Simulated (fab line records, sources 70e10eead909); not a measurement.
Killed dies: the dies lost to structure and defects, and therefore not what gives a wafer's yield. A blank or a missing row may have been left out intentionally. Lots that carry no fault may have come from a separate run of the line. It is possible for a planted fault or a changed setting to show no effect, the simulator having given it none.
What tool caused it? ; flow nand_harc ; at 1 step of a route of 1159, 11 lots with 33 wafers sampled

## WHAT THE GAUGES READ, wafer by wafer
NHARC_A_CONTACT_INSPECT_10. Usual: raw_defect_count 31, standard deviation 15.
lot;measured;on;raw_defect_count;flag
L397;day 17 04:11;defect_inspect-02;16 24 17;
L406;day 19 01:30;defect_inspect-01;24 21 31;
L409;day 19 17:11;defect_inspect-01;34 41 27;
L407;day 19 20:01;defect_inspect-01;17 21 16;
L408;day 20 02:21;defect_inspect-01;27 32 42;
L410;day 20 06:01;defect_inspect-01;42 54 52;
L412;day 20 10:26;defect_inspect-01;49 46 44;
L411;day 20 11:40;defect_inspect-01;30 43 33;
L416;day 21 09:53;defect_inspect-02;53 47 68;
L417;day 22 03:01;defect_inspect-02;29 20 16;
L420;day 22 21:22;defect_inspect-01;23 21 24;

## WHAT TOOL EACH LOT RAN ON (gives the tool, then ch and the chambers of the sampled wafers, and finally the start)
No process step before these readings appears in the record.

## WHAT THE TOOLS THEMSELVES READ (means of the sampled wafers that have a number; where no wafer has one, the mark that the record gives instead)
The record holds no such reading with a usual standard deviation.

## THE ANSWER, worked out from the rows above alone
Rule: a lot counts as off when the mean over its wafers that have a number is more than 3 standard deviations away from the usual mean. Also off: a lot with no number at a reading for which 4 or more lots have one. All remaining lots with rows at the step are treated as sound. The gauges are gone through in route order, then the tools' own readings, and for those a lot's mean is taken as printed above. The first step at which some lot is off is used, and at that step the reading that is off furthest; a lot without a number counts as furthest.
No lot is off at any reading shown: from this, nothing can be told.

## WHAT THE SIMULATOR PUT IN
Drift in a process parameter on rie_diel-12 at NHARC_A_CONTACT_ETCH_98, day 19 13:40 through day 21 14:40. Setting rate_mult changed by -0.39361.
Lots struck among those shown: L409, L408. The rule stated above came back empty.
